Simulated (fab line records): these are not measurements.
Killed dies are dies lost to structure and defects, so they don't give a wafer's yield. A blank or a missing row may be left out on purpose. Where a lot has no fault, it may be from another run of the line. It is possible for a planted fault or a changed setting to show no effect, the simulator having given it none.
Matching of chambers / flow nandHarc / NHARC_A_CONTACT_ETCH_90 on rieDiel-06 has 4 sister chambers
The step etches the open film in CH3F/O2, target depth 40 nm, time 85.7 s. 4 wafers are shown with their chamber, then 12 later ones without.

## WAFERS WITH THEIR CHAMBER
wafer=L088.4; chamber=0; showerheadPlenumPTorr (Torr)=2.49
wafer=L094.2; chamber=1; showerheadPlenumPTorr (Torr)=2.41
wafer=L094.5; chamber=2; showerheadPlenumPTorr (Torr)=2.58
wafer=L094.6; chamber=3; showerheadPlenumPTorr (Torr)=2.32

## WAFERS WITH NO CHAMBER GIVEN
wafer=L092.1; showerheadPlenumPTorr (Torr)=2.48
wafer=L092.5; showerheadPlenumPTorr (Torr)=2.48
wafer=L092.6; showerheadPlenumPTorr (Torr)=2.41
wafer=L096.1; showerheadPlenumPTorr (Torr)=2.32
wafer=L096.3; showerheadPlenumPTorr (Torr)=2.58
wafer=L096.6; showerheadPlenumPTorr (Torr)=2.32
wafer=L095.2; showerheadPlenumPTorr (Torr)=2.48
wafer=L095.3; showerheadPlenumPTorr (Torr)=2.40
wafer=L095.6; showerheadPlenumPTorr (Torr)=2.40
wafer=L097.2; showerheadPlenumPTorr (Torr)=2.40
wafer=L097.5; showerheadPlenumPTorr (Torr)=2.48
wafer=L097.6; showerheadPlenumPTorr (Torr)=2.40

## EACH ONE'S CHAMBER
wafer=L092.1; from the rows above=0; in truth=0
wafer=L092.5; from the rows above=0; in truth=0
wafer=L092.6; from the rows above=1; in truth=1
wafer=L096.1; from the rows above=3; in truth=3
wafer=L096.3; from the rows above=2; in truth=2
wafer=L096.6; from the rows above=3; in truth=3
wafer=L095.2; from the rows above=0; in truth=0
wafer=L095.3; from the rows above=1; in truth=1
wafer=L095.6; from the rows above=1; in truth=1
wafer=L097.2; from the rows above=1; in truth=1
wafer=L097.5; from the rows above=0; in truth=0
wafer=L097.6; from the rows above=1; in truth=1
Correct placement for 12 of the 12. Not placeable from these rows: 0. Placed wrongly: 0.
How it was worked out, from the rows above alone: a wafer's distance from a chamber is the root of the sum, over the readings, of the square of ((its reading less the chamber's mean) divided by the reading's scatter). If the next closest chamber is less than 2 further off than the closest, the wafer can't be placed; otherwise it belongs to the closest. A chamber's mean is the mean of its shown wafers. The scatter: root of mean squared gap, hidden wafer to nearest shown wafer, with one shown wafer a chamber.
